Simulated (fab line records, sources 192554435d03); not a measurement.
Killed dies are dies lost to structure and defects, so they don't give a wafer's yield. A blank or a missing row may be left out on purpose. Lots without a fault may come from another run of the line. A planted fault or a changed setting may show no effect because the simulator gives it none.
fab line records | flow n5_finfet
record lots=9 wafers=26 last_day=17
route steps=1938 shown BEOL_M4@1111 BEOL_M5@1112 PASSIVATION@1936
lots that met no fault: from a run of the same line without faults
start_h: hours from the record's first day to the start of the lot's first wafer shown | wait_h: hours since the lot's step before | " the same as in the row above | L1.1+2: a row that stands for several wafers | - no value, or no start given | * or withheld: withheld | < > ~ a bound
route shown NAME@n: a module of which the file shows steps, and the number in the route of the first | usual: mean/standard deviation of fault-free wafers | same: alike in all rows | chamber/n: place in a boat | sites: the reading at each site | _std_site: their standard deviation | _edge_site: outer sites' mean less inner sites' | radius_mm: how far each site lies from the wafer's centre | mask NAME#n: copy n | behind: the tool/chamber that last shaped the wafer | hold: why the lot was held/for how many hours/how that ended | device: the transistor (n, p or np) that didn't switch | end of line: the same wafers' tests at the end of the route | a step without rows: its recipe alone | killed: dies lost to structure and defects at the first sort, not the wafer's yield | map: a wafer's dies, x killed, . not, _ none there
set.NAME: the setting as run; set.NAME@STEP: as run at that earlier step | model.NAME: the simulator's own value behind a step, which no gauge read
steps of the route over a sample of lots; a table a step, a row a wafer
services: from which hour (start_h, from the record's first day; less than 0 if before it) a tool's chamber was out of use, for how many hours, and why
## steps
# step N5_BEOL_M4_RC_MEAS_101
# usual DIBL_N=36.1/1.6 DIBL_P=35.8/2.1 IOFF_N=0.16/0.031 IOFF_P=0.21/0.034 ION_N=673/12 ION_P=461/7.2 SS_N=71.4/0.59 SS_P=73.3/0.63 VT_N=250/3.1 VT_P=-250/3.3
# columns lot.wafer tool chamber start_h wait_h DIBL_N[mV/V] DIBL_P[mV/V] IOFF_N[nA/um] IOFF_P[nA/um] ION_N[uA/um] ION_P[uA/um] SS_N[mV/dec] SS_P[mV/dec] VT_N[mV] VT_P[mV]
L236.2 prober-01 0 175.52 0.2 35.3 35.4 0.15 0.19 674 457 71.6 73.0 249 -251
L236.5 " 0 " " 38.5 38.8 0.21 0.24 687 461 72.6 73.6 245 -249
L236.6 " 0 " " 36.4 37.1 0.16 0.23 674 465 71.7 73.4 250 -247
L237.1 prober-02 0 186.04 0.0 34.3 33.2 0.11 0.15 661 454 71.0 72.4 254 -255
L237.2 " 0 " " 35.6 35.8 0.13 0.19 663 458 70.2 73.4 251 -254
L237.4 " 0 " " 35.1 33.9 0.12 0.16 661 460 71.0 72.8 254 -254
L244.4 prober-02 0 233.98 0.5 36.4 35.5 0.14 0.18 667 453 70.6 73.6 251 -253
L244.5 " 0 " " 36.4 36.1 0.15 0.21 668 454 70.6 73.7 251 -251
L249.1 prober-02 0 253.84 0.0 37.1 36.5 0.18 0.21 686 469 72.0 73.1 246 -251
L249.2 " 0 " " 35.9 36.2 0.16 0.21 676 464 71.6 73.7 247 -252
L249.5 " 0 " " 36.5 36.0 0.17 0.21 678 460 71.8 73.5 248 -252
L248.1 prober-01 0 255.55 0.0 37.8 38.7 0.20 0.28 680 468 71.4 73.7 248 -247
L248.5 " 0 " " 34.7 34.4 0.13 0.20 676 463 71.5 73.3 253 -250
L248.6 " 0 " " 35.8 36.0 0.15 0.23 672 462 71.4 73.7 249 -250
L251.2 prober-01 0 274.79 0.2 39.4 40.5 0.22 0.24 695 470 71.8 73.8 246 -250
L251.3 " 0 " " 37.6 38.6 0.17 0.22 674 462 71.2 73.7 247 -251
L251.5 " 0 " " 39.6 40.6 0.23 0.25 690 462 71.9 74.8 245 -252
L253.2 prober-01 0 281.00 0.2 36.2 36.4 0.15 0.20 669 461 70.9 73.8 250 -251
L253.4 " 0 " " 35.7 36.7 0.14 0.20 673 465 71.5 73.3 251 -250
L253.5 " 0 " " 38.9 39.9 0.20 0.25 676 463 72.4 74.3 246 -247
L254.3 prober-01 0 284.45 0.3 34.9 34.4 0.14 0.20 658 457 71.2 72.8 252 -249
L254.5 " 0 " " 34.4 33.1 0.12 0.17 654 450 70.5 72.2 254 -253
L254.6 " 0 " " 35.2 34.6 0.13 0.20 660 454 71.1 73.1 251 -250
L255.2 prober-02 0 295.19 0.2 35.3 34.9 0.15 0.23 667 470 71.1 73.2 253 -247
L255.3 " 0 " " 37.0 37.4 0.18 0.26 670 470 71.5 73.6 247 -247
L255.5 " 0 " " 37.0 35.8 0.18 0.23 675 465 71.3 73.6 249 -247
# step N5_BEOL_M5_ILD_DEP_00
# recipe material=SiCOH_lowk target_thk_a=1406.4 temp_c=300 precursor=DEMS/porogen pressure_torr=5 rf_w=500 time_s=25.9
# usual heater_power_w=333/37 showerhead_plenum_p_Torr=5.737/0.013 throttle_valve_pct=13.7/0.83
# columns lot.wafer tool chamber start_h wait_h heater_power_w showerhead_plenum_p_Torr throttle_valve_pct
L236.2 pecvd-04 0 176.32 0.7 332 5.726 14.4
L236.5 " 0 " " 338 5.750 14.2
L236.6 " 1 " " 371 5.730 13.2
L237.1 pecvd-04 0 187.00 0.8 321 5.738 14.1
L237.2 " 1 " " 389 5.738 13.4
L237.4 " 1 " " 375 5.740 13.6
L244.4 pecvd-04 2 234.50 0.4 317 5.736 13.2
L244.5 " 0 " " 341 5.722 14.0
L249.1 pecvd-03 1 254.80 0.8 297 5.746 14.8
L249.2 " 0 " " 393 5.720 14.0
L249.5 " 0 " " 395 5.734 13.9
L248.1 pecvd-02 2 256.51 0.8 289 5.713 14.7
L248.5 " 1 " " 298 5.750 15.0
L248.6 " 2 " " 289 5.723 14.7
L251.2 pecvd-02 0 275.60 0.7 298 5.754 13.2
L251.3 " 2 " " 361 5.739 14.6
L251.5 " 0 " " 316 5.750 13.4
L253.2 pecvd-03 2 281.90 0.7 392 5.735 12.5
L253.4 " 1 " " 337 5.746 14.8
L253.5 " 2 " " 404 5.732 12.5
L254.3 pecvd-04 0 285.10 0.5 323 5.725 13.9
L254.5 " 0 " " 320 5.734 14.1
L254.6 " 2 " " 298 5.735 13.2
L255.2 pecvd-02 2 296.00 0.7 344 5.715 14.8
L255.3 " 0 " " 291 5.760 13.2
L255.5 " 2 " " 351 5.700 14.8
# step N5_BEOL_M5_PECVD_70
# recipe material=SiO2 target_thk_a=160 temp_c=400 precursor=TEOS/O2 pressure_torr=5.5 rf_w=450 teos_flow_sccm=53.8 gas=O2 flow_sccm=3000 time_s=18
# usual chamber_pressure_Torr=5.499/0.012 heater_power_outer_w=440/51 heater_power_w=745/65 showerhead_plenum_p_Torr=8.77/0.04 throttle_valve_pct=22.1/1.3
# columns lot.wafer tool chamber start_h wait_h chamber_pressure_Torr heater_power_outer_w heater_power_w showerhead_plenum_p_Torr throttle_valve_pct
L236.2 pecvd-04 1 176.93 0.0 5.500 541 833 8.82 21.6
L236.5 " 0 " " 5.490 385 711 8.74 22.4
L236.6 " 2 " " 5.502 352 592 8.73 21.2
L237.1 pecvd-03 0 187.61 0.0 5.496 470 771 8.75 22.4
L237.2 " 2 " " 5.516 443 757 8.80 20.0
L237.4 " 2 " " 5.495 454 766 8.78 19.6
L244.4 pecvd-03 1 235.10 0.1 5.502 472 811 8.80 23.7
L244.5 " 0 " " 5.511 489 824 8.76 22.5
L249.1 pecvd-02 2 255.42 0.0 5.483 473 775 8.71 23.8
L249.2 " 1 " " 5.482 335 615 8.86 23.9
L249.5 " 0 " " 5.516 424 695 8.84 21.1
L248.1 pecvd-04 2 257.12 0.0 5.491 373 593 8.75 21.2
L248.5 " 1 " " 5.495 537 826 8.82 21.5
L248.6 " 0 " " 5.509 350 666 8.74 22.8
L251.2 pecvd-04 1 276.21 0.0 - - - - -
L251.3 " 0 " " - - - - -
L251.5 " 2 " " - - - - -
L253.2 pecvd-02 2 282.99 0.0 - - - - -
L253.4 " 1 " " - - - - -
L253.5 " 2 " " - - - - -
L254.3 pecvd-03 0 285.71 0.0 - - - - -
L254.5 " 1 " " - - - - -
L254.6 " 2 " " - - - - -
L255.2 pecvd-04 1 296.61 0.0 5.493 530 807 8.82 21.1
L255.3 " 0 " " 5.512 328 641 8.75 22.8
L255.5 " 2 " " 5.518 446 689 8.73 21.3
# step N5_BEOL_M5_ETCH_72
# recipe chemistry=N2/H2 target=underlayer target_depth_a=65 mask_material=CAR-EUV time_s=5.2 ion_energy_ev=200 pressure_mtorr=30 source_w=840 bias_w=150 n2_flow_sccm=200 h2_flow_sccm=200 ends=cleared
# usual drypump_motor_current_A=5.8/0.5 etch_rf_on_time_s=5.20/0.15 oes_product_au=0.69/0.069 rf_vpp_V=524.1/2.9 showerhead_plenum_p_Torr=2.56/0.1 throttle_valve_pct=17.99/0.27
# columns lot.wafer tool chamber start_h wait_h drypump_motor_current_A etch_rf_on_time_s oes_product_au rf_hours_counter_h rf_vpp_V showerhead_plenum_p_Torr throttle_valve_pct
L236.2 rie_diel-05 1 180.31 0.0 5.4 5.19 0.66 138 520.2 2.43 17.73
L236.5 " 1 " " 5.4 5.27 0.65 - 520.1 2.43 17.74
L236.6 " 2 " " 5.1 5.02 0.76 - 523.9 2.50 18.13
L237.1 rie_diel-06 2 190.00 0.0 5.5 5.10 0.61 243 518.1 2.39 18.07
L237.2 " 3 " " 5.9 5.40 0.70 84 520.9 2.48 17.91
L237.4 " 0 " " 5.8 5.34 0.58 248 525.7 2.60 18.38
L244.4 rie_diel-06 1 236.06 0.0 6.3 5.23 0.64 173 525.2 2.66 18.50
L244.5 " 3 " " 5.9 5.42 0.69 - 522.1 2.47 17.92
L249.1 rie_diel-05 2 257.89 0.0 5.1 4.94 0.73 67 521.9 2.49 18.16
L249.2 " 3 " " 5.1 5.05 0.77 20 528.7 2.72 17.78
L249.5 " 0 " " 6.8 5.19 0.68 - 527.1 2.66 17.68
L248.1 rie_diel-05 0 258.88 0.0 6.8 5.29 0.68 124 526.7 2.66 17.70
L248.5 " 1 " " 5.4 5.32 0.62 - 520.5 2.42 17.77
L248.6 " 2 " " 5.0 5.07 0.72 - 523.5 2.49 18.15
L251.2 rie_diel-05 3 278.72 0.0 5.1 5.07 0.77 28 526.5 2.71 17.82
L251.3 " 2 " " 5.1 5.02 0.72 73 521.5 2.48 18.18
L251.5 " 1 " " 5.4 5.22 0.62 - 522.7 2.42 17.76
L253.2 rie_diel-06 0 285.60 0.0 5.8 5.24 0.76 26 527.4 2.59 17.98
L253.4 " 2 " " 5.5 4.96 0.81 14 527.0 2.70 17.64
L253.5 " 2 " " 5.4 4.90 0.82 - 528.9 2.70 17.65
L254.3 rie_diel-06 3 287.57 0.0 5.9 5.39 0.67 119 521.2 2.46 17.95
L254.5 " 1 " " 6.4 5.25 0.63 - 527.1 2.65 18.55
L254.6 " 0 " " 5.8 5.14 0.76 - 524.7 2.59 17.99
L255.2 rie_diel-06 3 298.01 0.0 5.9 5.41 0.68 122 520.0 2.46 17.97
L255.3 " 1 " " 6.3 5.32 0.62 196 525.3 2.65 18.55
L255.5 " 2 " " 5.4 4.94 0.79 - 528.1 2.70 17.64
# step N5_BEOL_M5_ETCH_62
# recipe chemistry=N2/H2 target=SOC target_depth_a=750 overetch_a=150 mask_material=SiARC temp_c=40 time_s=112.5 ion_energy_ev=200 pressure_mtorr=30 source_w=840 bias_w=150 n2_flow_sccm=200 h2_flow_sccm=200
# usual drypump_motor_current_A=5.8/0.5 oes_product_au=0.64/0.058 rf_vpp_V=524.3/2.9 showerhead_plenum_p_Torr=2.56/0.1 throttle_valve_pct=17.95/0.27
# columns lot.wafer tool chamber start_h wait_h drypump_motor_current_A oes_product_au rf_hours_counter_h rf_vpp_V showerhead_plenum_p_Torr throttle_valve_pct
L236.2 rie_diel-05 1 180.36 0.0 5.4 0.61 138 521.3 2.43 17.68
L236.5 " 1 " " 5.4 0.61 - 521.2 2.43 17.69
L236.6 " 2 " " 5.0 0.69 - 523.3 2.50 18.07
L237.1 rie_diel-06 2 190.05 0.0 5.5 0.56 243 519.9 2.39 18.05
L237.2 " 3 " " 5.9 0.66 84 523.3 2.48 17.86
L237.4 " 0 " " 5.8 0.55 248 524.4 2.60 18.35
L244.4 rie_diel-06 1 236.11 0.0 6.4 0.60 173 526.3 2.66 18.44
L244.5 " 3 " " 5.9 0.65 - 521.3 2.47 17.90
L249.1 rie_diel-05 2 257.93 0.0 5.1 0.66 67 522.0 2.49 18.12
L249.2 " 3 " " 5.1 0.72 20 528.4 2.72 17.75
L249.5 " 0 " " 6.8 0.63 - 527.3 2.66 17.64
L248.1 rie_diel-05 0 258.93 0.0 6.8 0.64 124 526.0 2.66 17.64
L248.5 " 1 " " 5.4 0.59 - 521.4 2.42 17.72
L248.6 " 2 " " 5.1 0.66 - 522.2 2.48 18.14
L251.2 rie_diel-05 3 278.76 0.0 5.2 0.70 28 528.7 2.71 17.76
L251.3 " 2 " " 5.1 0.65 73 520.4 2.48 18.13
L251.5 " 1 " " 5.4 0.59 - 520.7 2.42 17.74
L253.2 rie_diel-06 0 285.65 0.0 5.8 0.71 26 523.9 2.59 17.93
L253.4 " 2 " " 5.4 0.72 14 528.8 2.70 17.58
L253.5 " 2 " " 5.5 0.72 - 528.7 2.70 17.60
L254.3 rie_diel-06 3 287.62 0.0 5.9 0.63 119 521.0 2.46 17.93
L254.5 " 1 " " 6.4 0.58 - 525.6 2.65 18.48
L254.6 " 0 " " 5.8 0.71 - 526.6 2.59 17.94
L255.2 rie_diel-06 3 298.06 0.0 6.0 0.63 122 520.1 2.46 17.95
L255.3 " 1 " " 6.3 0.58 196 527.2 2.65 18.49
L255.5 " 2 " " 5.5 0.71 - 527.3 2.70 17.58
# step N5_PASSIVATION_PROBE_49
# usual defect_limited_yield=91.0/1.5 killed_at_M0_to_M3=35/11 killed_at_M4_up=13/6 killed_at_contacts=14/6.5 killed_at_front_end=40/12 killed_at_other=4/3.4 killed_dies=106/18 killed_on_rim=14/4.7 killed_open=68/14 killed_short=35/7.7 sort_bin_5_function=5.2/0.98 sort_bin_6_memory=3.4/0.72 sort_n_pass=1074/18 sort_yield_pct=91.0/1.5
# same gross_dies=1180 killed_at_back_side=0 sort_bin_4_leakage[%]=0 sort_bin_8_speed[%]=0
# columns lot.wafer tool chamber start_h wait_h defect_limited_yield[%] killed_at_M0_to_M3 killed_at_M4_up killed_at_contacts killed_at_front_end killed_at_other killed_dies killed_on_rim killed_open killed_short sort_bin_5_function[%] sort_bin_6_memory[%] sort_n_pass sort_yield_pct[%]
L236.2 prober-01 - 286.47 0.1 91.6 40 11 14 33 1 99 11 70 29 4.8 3.5 1081 91.6
L236.5 prober-01 - 286.62 0.2 91.7 35 7 9 40 7 98 10 65 33 4.7 3.4 1082 91.7
L236.6 prober-01 - 286.67 0.3 92.4 34 7 4 42 3 90 6 59 27 4.7 2.8 1090 92.4
L251.2 prober-01 - 379.59 0.1 63.7 59 328 13 27 1 428 101 66 46 32.0 3.6 752 63.7
L251.3 prober-01 - 379.64 0.1 65.7 24 350 9 22 0 405 112 43 23 32.2 1.9 775 65.7
L251.5 prober-01 - 379.74 0.2 64.2 28 338 12 43 2 423 39 70 38 32.1 3.1 757 64.2
L254.3 prober-01 - 382.26 0.1 63.1 34 357 9 33 3 436 15 55 28 33.9 2.5 744 63.1
L254.5 prober-01 - 382.36 0.2 63.5 42 332 11 37 9 431 23 75 33 33.2 3.1 749 63.5
L254.6 prober-01 - 382.41 0.3 65.4 22 336 19 28 3 408 114 45 30 31.1 3.0 772 65.4
L253.2 prober-01 - 386.93 0.1 63.8 48 340 5 32 2 427 96 62 36 33.0 3.0 753 63.8
L253.4 prober-01 - 387.03 0.2 63.1 32 341 6 50 6 435 55 67 35 33.6 3.2 745 63.1
L253.5 prober-01 - 387.08 0.2 62.7 39 333 8 49 11 440 98 59 50 32.9 3.7 740 62.7
# killed by level:class
L236.2 BEOL_M3:geometric_particle:open=11 MOL_CONTACT_COAG:geometric_particle:open=10 BEOL_M2:geometric_particle:open=8 FIN_SAQP:geometric_particle:open=7 BEOL_M0_SAQP:geometric_particle:short=7 BEOL_M4:geometric_particle:open=5 STARTING-WAFER:geometric_particle:open=5 FIN_SAQP:geometric_particle:short=4
L236.5 BEOL_M0_SAQP:geometric_particle:open=14 FIN_SAQP:geometric_particle:open=10 MOL_CONTACT_COAG:geometric_particle:open=9 GATE_CUT:geometric_particle:short=7 BEOL_M0_SAQP:geometric_particle:short=7 BEOL_M3:geometric_particle:open=7 STI_FIN_REVEAL:geometric_particle:open=6 ILD0:geometric_particle:short=4
L236.6 FIN_SAQP:geometric_particle:open=14 STI_FIN_REVEAL:geometric_particle:open=9 BEOL_M0_SAQP:geometric_particle:open=9 BEOL_M3:geometric_particle:open=8 FIN_SAQP:geometric_particle:short=6 BEOL_M0_SAQP:geometric_particle:short=6 MOL_CONTACT_COAG:geometric_particle:open=4 BEOL_M1:geometric_particle:open=4
L251.2 BEOL_M5:area_pecvd=314 BEOL_M0_SAQP:geometric_particle:open=19 BEOL_M0_SAQP:geometric_particle:short=17 MOL_CONTACT_COAG:geometric_particle:open=10 BEOL_M4:geometric_particle:open=10 FIN_SAQP:geometric_particle:short=6 BEOL_M1:geometric_particle:open=5 BEOL_M3:geometric_particle:open=5
L251.3 BEOL_M5:area_pecvd=339 BEOL_M0_SAQP:geometric_particle:open=8 MOL_CONTACT_COAG:geometric_particle:open=7 BEOL_M0_SAQP:geometric_particle:short=5 BEOL_M2:geometric_particle:open=5 STI_FIN_REVEAL:geometric_particle:open=4 GATE_CUT:geometric_particle:short=4 BEOL_M4:geometric_particle:open=3
L251.5 BEOL_M5:area_pecvd=313 FIN_SAQP:geometric_particle:short=14 BEOL_M4:geometric_particle:open=12 FIN_SAQP:geometric_particle:open=8 STI_FIN_REVEAL:geometric_particle:open=7 MOL_CONTACT_COAG:geometric_particle:open=7 BEOL_M0_SAQP:geometric_particle:short=7 BEOL_M0_SAQP:geometric_particle:open=6
L254.3 BEOL_M5:area_pecvd=347 BEOL_M0:geometric_particle:open=8 BEOL_M2:geometric_particle:open=7 MOL_CONTACT_COAG:geometric_particle:open=6 HKMG_FIN:area_etch=5 BEOL_M0_SAQP:geometric_particle:short=4 BEOL_M0_SAQP:geometric_particle:open=4 BEOL_M3:geometric_particle:open=4
L254.5 BEOL_M5:area_pecvd=321 STI_FIN_REVEAL:geometric_particle:open=9 MOL_CONTACT_COAG:geometric_particle:open=9 BEOL_M2:geometric_particle:open=9 BEOL_M0_SAQP:geometric_particle:open=8 BEOL_M1:geometric_particle:open=8 DUMMY_GATE:geometric_particle:open=6 BEOL_M0_SAQP:geometric_particle:short=5
L254.6 BEOL_M5:area_pecvd=323 MOL_CONTACT_COAG:geometric_particle:open=14 BEOL_M0_SAQP:geometric_particle:short=6 BEOL_M0:geometric_particle:open=5 BEOL_M4:geometric_particle:open=5 HKMG_FIN:area_etch=5 DUMMY_GATE:geometric_particle:open=4 ILD0:geometric_particle:short=4
L253.2 BEOL_M5:area_pecvd=329 BEOL_M0_SAQP:geometric_particle:short=21 BEOL_M0_SAQP:geometric_particle:open=16 STI_FIN_REVEAL:geometric_particle:open=13 BEOL_M4:geometric_particle:open=6 BEOL_M1:geometric_particle:open=5 FIN_SAQP:geometric_particle:short=4 MOL_CONTACT_COAG:geometric_particle:open=4
L253.4 BEOL_M5:area_pecvd=331 STI_FIN_REVEAL:geometric_particle:open=12 FIN_SAQP:geometric_particle:short=9 DUMMY_GATE:geometric_particle:open=9 BEOL_M0_SAQP:geometric_particle:open=9 BEOL_M0_SAQP:geometric_particle:short=7 FIN_SAQP:geometric_particle:open=6 BEOL_M2:geometric_particle:open=5
L253.5 BEOL_M5:area_pecvd=324 BEOL_M0_SAQP:geometric_particle:short=16 FIN_SAQP:geometric_particle:short=10 BEOL_M0_SAQP:geometric_particle:open=7 FIN_SAQP:geometric_particle:open=6 MOL_CONTACT_COAG:geometric_particle:open=6 BEOL_M1:geometric_particle:open=6 DUMMY_GATE:geometric_particle:open=5
## services
# columns tool chamber start_h hours kind
pecvd-02 - 159.64 28.1 pm
rie_diel-06 1 171.06 6.3 repair
rie_diel-05 3 172.48 - clean
rie_diel-05 3 172.48 - consumable_replace:focus_ring
rie_diel-05 3 172.48 - consumable_replace:showerhead
rie_diel-05 3 172.48 17.5 scheduled_down
rie_diel-05 3 172.48 17.5 vent_cycle
rie_diel-05 1 185.48 11.0 repair
rie_diel-06 0 198.60 - clean
rie_diel-06 0 198.60 - consumable_replace:focus_ring
rie_diel-06 0 198.60 18.2 scheduled_down
rie_diel-06 0 198.60 18.2 vent_cycle
rie_diel-06 2 216.82 - clean
rie_diel-06 2 216.82 - consumable_replace:focus_ring
rie_diel-06 2 216.82 - consumable_replace:showerhead
rie_diel-06 2 216.82 14.5 scheduled_down
rie_diel-06 2 216.82 14.5 vent_cycle
pecvd-03 1 218.34 4.4 repair
rie_diel-06 - 230.51 0.5 repair
pecvd-04 2 237.47 1.8 repair
rie_diel-06 2 237.70 13.5 repair
pecvd-02 - 265.18 2.9 repair
pecvd-02 - 268.09 2.8 pm
pecvd-03 - 273.89 2.8 pm
## key
first_sign step=N5_BEOL_M5_PECVD_70 reading=tool_record direction=missing
effect step=N5_PASSIVATION_PROBE_49 reading=killed_at_M4_up direction=up sigmas=54 usual=13 struck=339
more_kills_born_at N5_BEOL_M5_PECVD_70@pecvd-03=991 N5_BEOL_M5_PECVD_70@pecvd-02=984 N5_BEOL_M5_PECVD_70@pecvd-04=966
met_at N5_BEOL_M5_PECVD_70
struck_lots L251,L253,L254
not_acting_at N5_BEOL_M5_ILD_DEP_00,N5_BEOL_M5_ETCH_72,N5_BEOL_M5_ETCH_62
onset_between 257.12 276.21
fault kind=skipped_step_whole tool=pecvd-02,pecvd-03,pecvd-04 chamber=- onset_h=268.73 steps=N5_BEOL_M5_PECVD_70 scope=struck_lots_only
